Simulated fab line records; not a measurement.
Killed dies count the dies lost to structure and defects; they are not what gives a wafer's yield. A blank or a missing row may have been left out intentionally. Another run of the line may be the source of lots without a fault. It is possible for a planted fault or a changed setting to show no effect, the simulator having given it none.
Lot-split experiment | flow n5Finfet | 21 wafers read from 7 lots, route of 1938 steps

## SPLIT DETAILS
At N5_DUMMY_GATE_ETCH_37 (etches SOC in N2/H2, target depth 60 nm, overetch 30 nm), the setting sourceW was moved away from the recipe's 840 W on 6 of the 21 wafers read, by -16.3% to +6.3%. All remaining wafers had this setting at the recipe value.

The reading is taken at the split's own step.

## THE READING
rfVppV, in V, at N5_DUMMY_GATE_ETCH_37 (etches SOC in N2/H2, target depth 60 nm, overetch 30 nm). Typical for fault-free wafers on this fab line: 525.5 V, with standard deviation 2.1 V.

wafer  | tool, chamber at the split | sourceW as run, W | against the recipe | rfVppV, V | against lot-mates on the recipe
L077.2 | rieDiel-02, 0              | 840               | recipe             | 523.4     | -
L077.3 | rieDiel-02, 1              | 840               | recipe             | 525.8     | -
L077.4 | rieDiel-02, 2              | 840               | recipe             | 525.8     | -
L078.2 | rieDiel-04, 3              | 732.7             | -12.8%             | 550.4     | +27.7
L078.5 | rieDiel-04, 3              | 732.7             | -12.8%             | 551.0     | +28.3
L078.6 | rieDiel-04, 0              | 840               | recipe             | 522.7     | -
L082.1 | rieDiel-02, 1              | 840               | recipe             | 525.9     | -
L082.2 | rieDiel-02, 0              | 840               | recipe             | 524.2     | -
L082.5 | rieDiel-02, 0              | 840               | recipe             | 523.7     | -
L088.1 | rieDiel-04, 1              | 840               | recipe             | 526.6     | -
L088.3 | rieDiel-04, 0              | 840               | recipe             | 523.7     | -
L088.4 | rieDiel-04, 3              | 840               | recipe             | 525.4     | -
L089.2 | rieDiel-04, 2              | 889.7             | +5.9%              | 517.2     | -7.3
L089.3 | rieDiel-04, 1              | 840               | recipe             | 526.9     | -
L089.4 | rieDiel-04, 0              | 840               | recipe             | 522.2     | -
L094.1 | rieDiel-02, 0              | 892.8             | +6.3%              | 513.8     | -10.3
L094.2 | rieDiel-02, 2              | 840               | recipe             | 522.9     | -
L094.3 | rieDiel-02, 1              | 840               | recipe             | 525.3     | -
L096.1 | rieDiel-04, 2              | 702.7             | -16.3%             | 559.5     | +33.4
L096.2 | rieDiel-04, 0              | 702.7             | -16.3%             | 556.1     | +30.0
L096.3 | rieDiel-04, 1              | 840               | recipe             | 526.1     | -

THE FIT
A straight line over all 21 wafers: rfVppV changes by -1.97 V for each +1% of sourceW; r = -0.99; the points scatter about the line by 1.7 V.
The same after taking each lot's own level away (the mean of its wafers on the recipe; 21 wafers): -1.96 V for each +1%; r = -0.99; scatter 1.8 V.
According to that fit, moving sourceW by its largest amount changes the reading by 32 V.
The lots' own levels span 522.70 to 526.10 V, that is 1.6 times the standard deviation above.
Hence the lot-to-lot level has little effect on the slope; both slopes agree.
Check: for one of the wafers moved furthest among these (-16.3%), held out of the fit, the line's prediction against its lot-mates is +32.3 V. Against them it came out at +33.4 V.
Tool readings at the split's step, against how far the setting was moved: rfVppV r = -0.99.

## THE OTHER SPLITS THESE WAFERS WENT THROUGH
These wafers also went through other splits before the reading. Each is held against what the fit with the lots' levels taken away leaves over:
other split on the same wafers | wafers away from the commonest value | r with rfVppV (lot level and that fit taken away)
N5_ZERO_LAYER_EXPOSE_08 doseMj | 6                                    | +0.21
N5_WELL_APT_COAT_19 spinRpm    | 9                                    | +0.32
N5_FIN_CUT_ETCH_21 biasW       | 7                                    | +0.00

## THE FILE'S OWN FIT
rfVppV changes by -1.95 V for each +1% of sourceW, r = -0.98.
